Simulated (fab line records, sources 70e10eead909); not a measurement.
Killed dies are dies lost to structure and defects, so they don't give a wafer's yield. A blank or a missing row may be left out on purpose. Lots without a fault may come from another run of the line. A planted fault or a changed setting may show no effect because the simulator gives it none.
fab line records | flow nand_harc
record lots=6 wafers=14 last_day=31
route steps=1302 shown P_START@1 P_ZERO_WELL@2 P_STI@85 END@1302
lots that met no fault: from a run of the same line without faults
start_h: hours from the record's first day to the start of the lot's first wafer shown | wait_h: hours since the lot's step before | " the same as in the row above | L1.1+2: a row that stands for several wafers | - no value, or no start given | * or withheld: withheld | < > ~ a bound
route shown NAME@n: a module of which the file shows steps, and the number in the route of the first | usual: mean/standard deviation of fault-free wafers | same: alike in all rows | chamber/n: place in a boat | sites: the reading at each site | _std_site: their standard deviation | _edge_site: outer sites' mean less inner sites' | radius_mm: how far each site lies from the wafer's centre | mask NAME#n: copy n | behind: the tool/chamber that last shaped the wafer | hold: why the lot was held/for how many hours/how that ended | device: the transistor (n, p or np) that didn't switch | end of line: the same wafers' tests at the end of the route | a step without rows: its recipe alone | killed: dies lost to structure and defects at the first sort, not the wafer's yield | map: a wafer's dies, x killed, . not, _ none there
set.NAME: the setting as run; set.NAME@STEP: as run at that earlier step | model.NAME: the simulator's own value behind a step, which no gauge read
lots at some steps of the route; a table a step, a row a wafer
services: from which hour (start_h, from the record's first day; less than 0 if before it) a tool's chamber was out of use, for how many hours, and why
## steps
# step NHARC_P_START_INSPECT_01
# usual raw_defect_count=3.4/2
# columns lot.wafer tool chamber start_h wait_h raw_defect_count
L725.1 defect_inspect-01 - 20.04 - 2
L725.3 " - " " 8
L725.4 " - " " 3
L728.3 defect_inspect-02 - 50.04 - 2
L729.1 defect_inspect-01 - 60.04 - 6
L737.2 defect_inspect-02 - 140.04 - 3
L737.4 " - " " 8
L737.6 " - " " 2
L738.2 defect_inspect-01 - 150.04 - 4
L738.3 " - " " 8
L738.5 " - " " 5
L744.1 defect_inspect-01 - 210.04 - 1
L744.2 " - " " 6
L744.4 " - " " 3
# step NHARC_P_ZERO_WELL_PRECLEAN_00
# recipe time_s=600 temp_c=120 chemistry=SPM
# step NHARC_P_ZERO_WELL_SRD_01
# step NHARC_P_ZERO_WELL_PECVD_02
# recipe target_thk_a=100 temp_c=400 pressure_torr=6.5 rf_w=withheld teos_flow_sccm=withheld flow_sccm=2650 target_thk_nm=10 gas=O2 material=SiO2
# columns lot.wafer tool chamber start_h wait_h
L725.1+4+3 pecvd-03 2,2,0 20.45 -
L728.3 pecvd-03 0 50.49 -
L729.1 pecvd-03 0 60.52 -
L737.2+6+4 pecvd-04 2,1,0 140.48 -
L738.2+3+5 pecvd-01 1,2,1 150.48 -
L744.2+1+4 pecvd-04 2,0,1 210.48 -
# step NHARC_P_ZERO_WELL_DEHYDRATE_03
# recipe temp_c=150 time_s=120
# step NHARC_P_ZERO_WELL_HMDS_04
# recipe time_s=30
# step NHARC_P_ZERO_WELL_COAT_64
# recipe temp_c=200 time_s=65
# step NHARC_P_ZERO_WELL_COAT_05
# recipe spin_rpm=2000 resist_thk_nm=600
# step NHARC_P_ZERO_WELL_SOFTBAKE_06
# recipe temp_c=125 time_s=70
# step NHARC_P_ZERO_WELL_EBR_07
# step NHARC_P_ZERO_WELL_EXPOSE_08
# recipe na=0.55 target_cd_nm=500 dose_mj=33.8 mask_id=P_ZERO
# step NHARC_P_ZERO_WELL_PEB_09
# recipe peb_temp_c=128 peb_time_s=80
# step NHARC_P_ZERO_WELL_DEVELOP_10
# recipe time_s=50 dev_temp_c=22
# step NHARC_P_ZERO_WELL_CD_MEAS_11
# recipe target_cd_nm=500 landing_energy_ev=500
# usual cd_nm=500.7/1.6
# columns lot.wafer tool chamber start_h wait_h cd_nm
L725.1 cd_sem-01 0 21.35 - 503.1
L725.3 " 0 " " 501.5
L725.4 " 0 " " 500.8
L728.3 cd_sem-01 0 51.12 - 499.7
L729.1 cd_sem-01 0 61.12 - 499.4
L737.2 cd_sem-01 0 141.24 - 498.1
L737.4 " 0 " " 497.6
L737.6 " 0 " " 499.8
L738.2 cd_sem-01 0 151.24 - 499.5
L738.3 " 0 " " 501.0
L738.5 " 0 " " 500.6
L744.1 cd_sem-02 0 211.24 - 500.5
L744.2 " 0 " " 499.0
L744.4 " 0 " " 503.2
# step NHARC_P_ZERO_WELL_HARDBAKE_12
# recipe temp_c=118 time_s=65
# step NHARC_P_ZERO_WELL_DESCUM_13
# recipe time_s=3 o2_flow_sccm=200 ar_flow_sccm=0 bias_power_w=0 chemistry=O2
# usual drypump_motor_current_A=5.6/0.52 o2_flow_sccm=200.0/0.66 oes_product_au=1.002/0.0088 rf_vpp_V=57.7/0.87 showerhead_plenum_p_Torr=1.89/0.11 throttle_valve_pct=11.311/0.0096
# columns lot.wafer tool chamber start_h wait_h drypump_motor_current_A o2_flow_sccm oes_product_au rf_hours_counter_h rf_vpp_V showerhead_plenum_p_Torr throttle_valve_pct
L725.3 rie_diel-09 1 21.52 - 6.3 199.1 0.988 11 58.7 2.07 11.297
L725.1 " 2 " " 5.6 199.4 1.005 8 57.3 1.82 11.313
L725.4 " 3 " " 6.2 200.2 1.002 9 57.8 1.77 11.322
L728.3 rie_diel-06 2 51.28 - 4.9 199.6 0.998 27 58.2 1.92 11.304
L729.1 rie_diel-06 3 61.30 - 5.4 200.6 0.996 28 57.0 1.82 11.312
L737.4 rie_diel-06 2 141.44 - 4.9 200.8 1.009 1 56.8 1.91 11.276
L737.2 " 1 " " 5.2 201.2 0.994 1 56.3 2.08 11.304
L737.6 " 3 " " 5.4 199.6 1.005 - 58.2 1.81 11.300
L738.3 rie_diel-06 0 151.40 - 5.4 199.5 1.010 8 57.0 1.84 11.304
L738.2 " 1 " " 5.2 200.6 0.999 6 57.1 2.07 11.310
L738.5 " 0 " " 5.4 200.2 0.997 - 57.3 1.84 11.300
L744.4 rie_diel-06 2 211.40 - 4.9 200.9 0.993 20 59.0 1.90 11.311
L744.1 " 3 " " 5.4 200.3 1.002 22 56.4 1.81 11.304
L744.2 " 0 " " 5.4 200.0 1.014 23 58.1 1.84 11.322
# step NHARC_P_ZERO_WELL_ETCH_65
# recipe target_depth_a=800 overetch_a=240 time_s=87.88 ion_energy_ev=200 n2_flow_sccm=150 h2_flow_sccm=150 ar_flow_sccm=0 rf_w=400 bias_w=150 chemistry=N2/H2
# usual drypump_motor_current_A=5.6/0.49 n2_flow_sccm=150.1/0.46 oes_product_au=1.003/0.0092 rf_vpp_V=430/3.4 showerhead_plenum_p_Torr=2.01/0.12 throttle_valve_pct=14.171/0.0099
# columns lot.wafer tool chamber start_h wait_h drypump_motor_current_A n2_flow_sccm oes_product_au rf_hours_counter_h rf_vpp_V showerhead_plenum_p_Torr throttle_valve_pct
L725.1 rie_diel-09 0 21.59 0.1 5.9 150.2 1.016 12 426 1.90 14.163
L725.4 " 1 " " 6.3 149.9 0.990 11 435 2.21 14.161
L725.3 " 2 " " 5.6 150.1 0.999 8 428 1.94 14.171
L728.3 rie_diel-06 3 51.37 0.1 5.4 150.8 0.990 26 426 1.94 14.166
L729.1 rie_diel-06 0 61.36 0.1 5.4 150.8 0.988 34 428 1.97 14.161
L737.2 rie_diel-06 1 141.57 0.1 5.2 149.9 1.001 1 436 2.22 14.168
L737.4 " 2 " " 4.9 149.6 1.009 1 430 2.04 14.163
L737.6 " 2 " " 4.9 150.3 1.007 - 431 2.04 14.168
L738.3 rie_diel-06 0 151.49 0.1 5.4 149.9 1.005 8 428 1.96 14.171
L738.2 " 1 " " 5.3 149.8 1.012 6 436 2.22 14.185
L738.5 " 3 " " 5.4 151.5 1.015 - 426 1.93 14.175
L744.1 rie_diel-06 1 211.48 0.1 5.2 148.8 1.008 21 435 2.21 14.175
L744.2 " 2 " " 4.9 150.0 0.996 20 430 2.03 14.161
L744.4 " 0 " " 5.4 149.4 1.010 23 431 1.95 14.165
# step NHARC_P_ZERO_WELL_ETCH_62
# recipe target_depth_a=130 time_s=6.5 chf3_flow_sccm=50 ar_flow_sccm=200 rf_w=500 bias_w=200 chemistry=CHF3/Ar
# usual drypump_motor_current_A=5.6/0.48 oes_product_au=0.963/0.017 rf_vpp_V=369.8/2.9 showerhead_plenum_p_Torr=2.31/0.12 throttle_valve_pct=20.217/0.009
# columns lot.wafer tool chamber start_h wait_h drypump_motor_current_A oes_product_au rf_hours_counter_h rf_vpp_V showerhead_plenum_p_Torr throttle_valve_pct
L725.3 rie_diel-09 3 - - 6.3 0.973 9 366.5 2.18 20.214
L725.4 " 0 " " 5.9 0.954 12 368.8 2.19 20.214
L725.1 " 1 " " 6.3 0.945 11 376.6 2.53 20.210
L728.3 rie_diel-06 0 - - 5.4 0.974 32 370.8 2.27 20.215
L729.1 rie_diel-06 3 - - 5.4 0.960 28 367.4 2.23 20.210
L737.2 rie_diel-06 1 - - 5.2 0.946 1 375.2 2.53 20.216
L737.4 " 2 " " 4.9 0.952 1 371.4 2.34 20.231
L737.6 " 2 " " 4.9 0.942 - 370.9 2.34 20.214
L738.2 rie_diel-06 2 - - 4.9 0.963 6 371.1 2.34 20.210
L738.3 " 3 " " 5.4 0.968 7 369.7 2.22 20.223
L738.5 " 2 " " 4.9 0.963 - 369.8 2.34 20.236
L744.2 rie_diel-06 3 - - 5.4 0.962 22 366.5 2.22 20.208
L744.1 " 0 " " 5.4 0.963 23 369.9 2.25 20.211
L744.4 " 1 " " 5.2 0.936 21 374.4 2.53 20.204
# step NHARC_P_ZERO_WELL_ETCH_63
# recipe target_depth_a=1200 time_s=40.1 hbr_flow_sccm=150 cl2_flow_sccm=50 rf_w=400 icp_w=400 bias_w=100 chemistry=HBr/Cl2
# usual drypump_motor_current_A=6.1/0.41 oes_product_au=0.999/0.012 throttle_valve_pct=26.407/0.0095
# columns lot.wafer tool chamber start_h wait_h drypump_motor_current_A oes_product_au rf_hours_counter_h throttle_valve_pct
L725.1 rie_si-04 3 21.77 - 6.1 0.992 0.1 26.414
L725.4 " 0 " " 5.9 0.992 0.2 26.410
L725.3 " 1 " " 6.6 1.005 0.3 26.416
L728.3 rie_si-04 0 51.57 - 5.9 1.007 0.4 26.414
L729.1 rie_si-01 3 61.56 - 5.9 1.019 0.2 26.408
L737.4 rie_si-03 1 141.81 - 6.2 1.006 0.5 26.389
L737.2 " 2 " " 5.9 0.995 0.6 26.385
L737.6 " 0 " " 5.7 0.993 - 26.405
L738.3 rie_si-01 3 151.71 - 5.9 1.017 0.6 26.416
L738.2 " 0 " " 6.3 0.985 0.6 26.400
L738.5 " 2 " " 6.7 0.992 - 26.415
L744.1 rie_si-04 2 211.68 - 5.3 1.000 0.3 26.393
L744.4 " 0 " " 5.9 0.987 0.4 26.416
L744.2 " 1 " " 6.5 1.009 0.4 26.401
# step NHARC_P_ZERO_WELL_STRIP_15
# recipe time_s=900 temp_c=130 chemistry=SPM
# step NHARC_P_ZERO_WELL_DEHYDRATE_16
# recipe temp_c=150 time_s=120
# step NHARC_P_ZERO_WELL_HMDS_17
# recipe time_s=30
# step NHARC_P_ZERO_WELL_COAT_18
# recipe spin_rpm=withheld
# step NHARC_P_ZERO_WELL_SOFTBAKE_19
# recipe temp_c=122 time_s=95
# step NHARC_P_ZERO_WELL_EBR_20
# step NHARC_P_ZERO_WELL_EXPOSE_21
# recipe na=0.6 target_cd_nm=720 dose_mj=22.31 mask_id=P_NWELL
# step NHARC_P_ZERO_WELL_PEB_22
# recipe peb_temp_c=118 peb_time_s=85
# step NHARC_P_ZERO_WELL_DEVELOP_23
# recipe time_s=70
# step NHARC_P_ZERO_WELL_CD_MEAS_24
# recipe target_cd_nm=720 landing_energy_ev=500
# usual cd_nm=719.8/1.7
# columns lot.wafer tool chamber start_h wait_h cd_nm
L725.1 cd_sem-01 0 22.71 - 720.2
L725.3 " 0 " " 719.8
L725.4 " 0 " " 718.6
L728.3 cd_sem-02 0 52.47 - 723.3
L729.1 cd_sem-02 0 62.46 - 720.8
L737.2 cd_sem-02 0 142.72 - 717.8
L737.4 " 0 " " 717.9
L737.6 " 0 " " 717.4
L738.2 cd_sem-01 0 152.51 - 719.7
L738.3 " 0 " " 721.8
L738.5 " 0 " " 723.1
L744.1 cd_sem-03 0 212.61 - 720.3
L744.2 " 0 " " 719.9
L744.4 " 0 " " 722.1
# step NHARC_P_ZERO_WELL_HARDBAKE_25
# recipe temp_c=125 time_s=80
# step NHARC_P_ZERO_WELL_DESCUM_26
# recipe time_s=3 o2_flow_sccm=200 ar_flow_sccm=0 bias_power_w=0 chemistry=O2
# usual drypump_motor_current_A=5.6/0.49 o2_flow_sccm=200.1/0.56 oes_product_au=1.002/0.0088 rf_vpp_V=57.6/0.89 showerhead_plenum_p_Torr=1.88/0.11 throttle_valve_pct=11.311/0.009
# columns lot.wafer tool chamber start_h wait_h drypump_motor_current_A o2_flow_sccm oes_product_au rf_hours_counter_h rf_vpp_V showerhead_plenum_p_Torr throttle_valve_pct
L725.4 rie_diel-12 1 22.87 - 6.6 200.0 0.992 36 57.7 1.84 11.298
L725.3 " 3 " " 5.9 199.8 1.011 38 57.7 1.80 11.299
L725.1 " 0 " " 6.3 200.2 1.008 35 58.7 1.99 11.322
L728.3 rie_diel-06 2 52.65 - 4.9 200.4 1.003 27 58.2 1.92 11.315
L729.1 rie_diel-12 2 62.63 - 5.5 200.4 1.000 48 57.3 1.84 11.315
L737.2 rie_diel-06 2 142.89 - 4.9 199.5 1.012 1 55.5 1.91 11.315
L737.4 " 0 " " 5.4 200.1 1.010 1 57.7 1.84 11.313
L737.6 " 1 " " 5.2 201.0 1.010 - 56.9 2.08 11.325
L738.3 rie_diel-09 1 152.68 - 6.3 199.2 0.983 0 58.3 2.06 11.310
L738.2 " 3 " " 6.2 199.6 1.006 0 58.6 2.08 11.320
L738.5 " 0 " " 5.9 200.2 1.004 - 58.9 2.08 11.314
L744.1 rie_diel-06 3 212.77 - 5.4 199.8 1.016 22 57.5 1.81 11.324
L744.2 " 1 " " 5.2 200.4 1.011 22 58.4 2.07 11.306
L744.4 " 2 " " 4.9 199.3 0.999 21 58.4 1.90 11.312
# step NHARC_P_ZERO_WELL_IMPLANT_27
# recipe energy_kev=600 dose_cm2=1e+13 tilt_deg=7
# step NHARC_P_ZERO_WELL_IMPLANT_57
# recipe energy_kev=250 dose_cm2=4e+12 tilt_deg=7
# step NHARC_P_ZERO_WELL_INSPECT_43
# usual raw_defect_count=12/4.7
# columns lot.wafer tool chamber start_h wait_h raw_defect_count
L725.1 defect_inspect-01 - 27.66 0.6 13
L725.3 " - " " 8
L725.4 " - " " 5
L728.3 defect_inspect-02 - 57.57 0.4 29
L729.1 defect_inspect-01 - 67.43 0.6 30
L737.2 defect_inspect-02 - 150.03 0.5 11
L737.4 " - " " 14
L737.6 " - " " 13
L738.2 defect_inspect-02 - 157.61 0.5 16
L738.3 " - " " 13
L738.5 " - " " 16
L744.1 defect_inspect-01 - 217.69 0.6 13
L744.2 " - " " 12
L744.4 " - " " 17
# step NHARC_P_STI_INSPECT_11
# usual raw_defect_count=5.6/2.5
# columns lot.wafer tool chamber start_h wait_h hold raw_defect_count
L725.1 defect_inspect-02 - 47.94 0.0 - 7
L725.3 " - " " - 7
L725.4 " - " " - 8
L728.3 defect_inspect-01 - 72.16 0.0 await_dispo/0.2h/release 24
L728.3 defect_inspect-01 - 72.33 0.2 - 19
L729.1 defect_inspect-01 - 82.73 0.0 await_dispo/0.2h/release 23
L729.1 defect_inspect-01 - 82.90 0.2 - 23
L737.2 defect_inspect-02 - 164.89 0.0 - 8
L737.4 " - " " - 2
L737.6 " - " " - 4
L738.2 defect_inspect-02 - 174.94 0.0 - 4
L738.3 " - " " - 8
L738.5 " - " " - 2
L744.1 defect_inspect-02 - 232.98 0.0 - 1
L744.2 " - " " - 4
L744.4 " - " " - 4
# step NHARC_P_STI_HARDBAKE_13
# recipe temp_c=118 time_s=65
# columns lot.wafer tool chamber start_h wait_h hold
L725.1+3+4 litho_track-07 0 47.99 0.1 -
L728.3 litho_track-05 0 74.37 2.0 await_dispo/2.0h/release
L729.1 litho_track-05 0 87.40 4.5 await_dispo/4.4h/release
L737.2+4+6 litho_track-07 0 164.95 0.1 -
L738.2+3+5 litho_track-05 0 175.00 0.1 -
L744.1+2+4 litho_track-07 0 233.03 0.1 -
# step NHARC_END_SORT_01
# recipe temp_c=25
# usual killed_at_array=55/22 killed_at_other=1.1/1.4 killed_at_periphery=4/3.2 killed_dies=59/22 killed_open=3.3/1.8 killed_short=2.5/1.5
# same gross_dies=677
# columns lot.wafer tool chamber start_h wait_h killed_at_array killed_at_other killed_at_periphery killed_dies killed_open killed_short
L728.3 prober-01 0 581.57 3.1 51 1 9 61 2 3
L729.1 prober-02 0 600.07 2.5 18 1 8 27 3 1
# killed by level:class
L728.3 A_SLIT:chamber_film_flake=21 A_CHANNEL_HOLE_D2:chamber_film_flake=15 P_ZERO_WELL:unspecified=7 A_CONTACT:chamber_film_flake=4 A_CHANNEL_HOLE_D1:chamber_film_flake=3 A_DECK1_JOINT:chamber_film_flake=2 A_CHANNEL_FILL_D2:chamber_film_flake=2 P_CONTACT:geometric_particle:open=1
L729.1 P_ZERO_WELL:unspecified=7 A_CHANNEL_HOLE_D2:chamber_film_flake=6 A_CHANNEL_HOLE_D1:chamber_film_flake=3 A_CONTACT:chamber_film_flake=3 A_DECK1_JOINT:chamber_film_flake=2 A_BONDPAD:chamber_film_flake=2 P_M0:geometric_particle:open=1 A_ONON_D1:geometric_particle:open=1
## services
# columns tool chamber start_h hours kind
pecvd-03 - 4.00 13.0 pm
rie_si-01 - 16.00 9.0 pm
rie_diel-09 2 26.75 12.6 repair
pecvd-03 - 28.15 0.7 repair
rie_si-04 - 36.90 0.2 repair
pecvd-03 - 41.40 2.1 repair
rie_diel-12 - 44.56 0.2 repair
litho_track-07 - 76.00 7.0 pm
pecvd-03 1 82.59 5.7 repair
pecvd-04 - 88.17 13.0 pm
rie_diel-12 - 91.45 9.0 pm
litho_track-05 - 124.00 7.0 pm
rie_diel-09 3 129.91 4.4 repair
rie_diel-06 - 130.97 9.0 pm
rie_si-04 - 135.29 0.1 repair
rie_si-04 2 136.87 4.5 repair
rie_diel-09 - 143.45 9.0 pm
rie_si-04 - 151.19 1.1 repair
rie_si-04 - 165.00 9.0 pm
pecvd-03 - 165.31 0.4 repair
pecvd-04 2 184.74 8.2 repair
pecvd-03 - 185.20 13.0 pm
rie_si-01 - 193.00 9.0 pm
rie_diel-06 - 216.99 1.8 repair
## key
first_sign step=NHARC_P_ZERO_WELL_INSPECT_43 reading=raw_defect_count direction=up sigmas=3.7 usual=12 struck=30
effect step=NHARC_P_STI_INSPECT_11 reading=raw_defect_count direction=up sigmas=7.3 usual=5.6 struck=23.5
met_at NHARC_P_ZERO_WELL_PECVD_02
struck_wafers L728.3,L729.1
tester_left_out L728,L729
onset_between 20.45 50.49
fault kind=chamber_particle_source tool=pecvd-03 chamber=0 onset_h=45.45 steps=NHARC_P_ZERO_WELL_PECVD_02 rate_per_visit_cm2=0.021199 end_h=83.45
# tester_left_out: of these lots the tester's yield and bins aren't shown, on N5 and GAA mostly nor the transistor test; their killed dies are dies lost to structure and defects alone, not to doping, threshold or leakage, so they don't give the yield
